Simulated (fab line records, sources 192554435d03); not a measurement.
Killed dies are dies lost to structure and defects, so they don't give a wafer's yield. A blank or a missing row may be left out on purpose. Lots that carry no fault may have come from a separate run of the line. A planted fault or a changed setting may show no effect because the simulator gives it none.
Lot-split experiment -- flow n5 finfet -- 7 lots, 21 wafers read, on a route of 1938 steps

## THE SPLIT ITSELF
At N5_HKMG_FIN_COAT_06 (resist thk 90 nm), the setting spin rpm was moved away from the recipe's 1500 rpm on 5 of the 21 wafers read, by +3.5% to +10.9%. For the rest of the wafers, this setting stayed at what the recipe calls for.

## FROM THE SPLIT TO THE READING: what the file shows between them, 5 steps
- N5_HKMG_FIN_EXPOSE_09: exposes mask NWFM (also split here: dose mj)
- N5_HKMG_FIN_PEB_10: peb time 60 s
- N5_HKMG_FIN_DEVELOP_11: develop time 30 s
- N5_HKMG_FIN_CD_MEAS_12: target cd 92.8 nm
- N5_HKMG_FIN_DESCUM_17: chemistry O2, time 7.9 s

## THE READING
CAR-ArF_of_HKMG_FIN_COAT_06.thk nm (the simulator's own value, which no gauge read), in nm, at N5_HKMG_FIN_ETCH_31 (etches SiARC in CF4, target depth 45.5 nm, time 75.8 s). No usual value for it is given in the file. Average 51.1 nm, standard deviation 0.33 nm, over the 16 wafers here run with the recipe.

wafer,"tool, chamber at the split","spin rpm as run, rpm",against the recipe,"CAR-ArF_of_HKMG_FIN_COAT_06.thk nm, nm",against lot-mates on the recipe
L077.1,"litho track-01, 0",1500,recipe,51,-
L077.6,"litho track-01, 0",1500,recipe,51,-
L077.4,"litho track-01, 0",1500,recipe,50.6,-
L079.2,"litho track-02, 0",1553,+3.5%,49.4,-1.6
L079.4,"litho track-02, 0",1553,+3.5%,49,-2.0
L079.5,"litho track-02, 0",1500,recipe,51,-
L088.1,"litho track-02, 0",1500,recipe,51.2,-
L088.6,"litho track-02, 0",1500,recipe,51.2,-
L088.5,"litho track-02, 0",1500,recipe,51,-
L089.1,"litho track-01, 0",1500,recipe,50.6,-
L089.2,"litho track-01, 0",1664,+10.9%,46,-4.5
L089.6,"litho track-01, 0",1500,recipe,50.4,-
L092.1,"litho track-05, 0",1500,recipe,51,-
L092.2,"litho track-05, 0",1500,recipe,51.2,-
L092.4,"litho track-05, 0",1500,recipe,51.6,-
L094.1,"litho track-02, 0",1500,recipe,51.4,-
L094.3,"litho track-02, 0",1500,recipe,51.4,-
L094.4,"litho track-02, 0",1500,recipe,51.6,-
L095.2,"litho track-01, 0",1500,recipe,51.2,-
L095.5,"litho track-01, 0",1660,+10.7%,46.4,-4.8
L095.6,"litho track-01, 0",1660,+10.7%,46.8,-4.4

THE FIT
A straight line over all 21 wafers: CAR-ArF_of_HKMG_FIN_COAT_06.thk nm changes by -0.44 nm for each +1% of spin rpm; r = -0.98; the points scatter about the line by 0.35 nm.
The same after taking each lot's own level away (the mean of its wafers on the recipe; 21 wafers): -0.428 nm for each +1%; r = -0.99; scatter 0.19 nm.
That fit puts the effect of the largest move of spin rpm on the reading at 4.7 nm.
The span of the lots' own levels, 50.50 to 51.47 nm, comes to 2.9 times the standard deviation stated above.
The two slopes agree, so the slope changes little with the lot-to-lot level.
Check: -4.79 nm against its lot-mates is what the line predicts for one of the wafers moved furthest among these (+10.9%) when that wafer is left out of the fit. Against them it came out at -4.5 nm.

## FURTHER SPLITS ON THESE WAFERS
Note: prior to the reading, these wafers also went through further splits. Each is held against what the fit with the lots' levels taken away leaves over:
other split on the same wafers,wafers away from the commonest value,r with CAR-ArF_of_HKMG_FIN_COAT_06.thk nm (lot level and that fit taken away)
N5_HKMG_FIN_ETCH_58 source w,6,-0.23
N5_HKMG_FIN_EXPOSE_09 dose mj,7,-0.02

## THE WHOLE CHAIN: every reading that the file lists as answering this split, in the file's order
step,what it does,reading,change (the file's fit),r (the file's)
N5_HKMG_FIN_COAT_06,resist thk 90 nm,"CAR-ArF_of_HKMG_FIN_COAT_06.thk nm (the simulator's own value, which no gauge read)",-0.417 nm for each +1% of the setting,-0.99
N5_HKMG_FIN_DEVELOP_11,develop time 30 s,"CAR-ArF_of_HKMG_FIN_COAT_06.thk nm (the simulator's own value, which no gauge read)",-0.437 nm for each +1% of the setting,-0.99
N5_HKMG_FIN_ETCH_31,"etches SiARC in CF4, target depth 45.5 nm, time 75.8 s","CAR-ArF_of_HKMG_FIN_COAT_06.thk nm (the simulator's own value, which no gauge read)",-0.426 nm for each +1% of the setting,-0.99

## FILE'S OWN FIT
CAR-ArF_of_HKMG_FIN_COAT_06.thk nm changes by -0.426 nm for each +1% of spin rpm, r = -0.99.
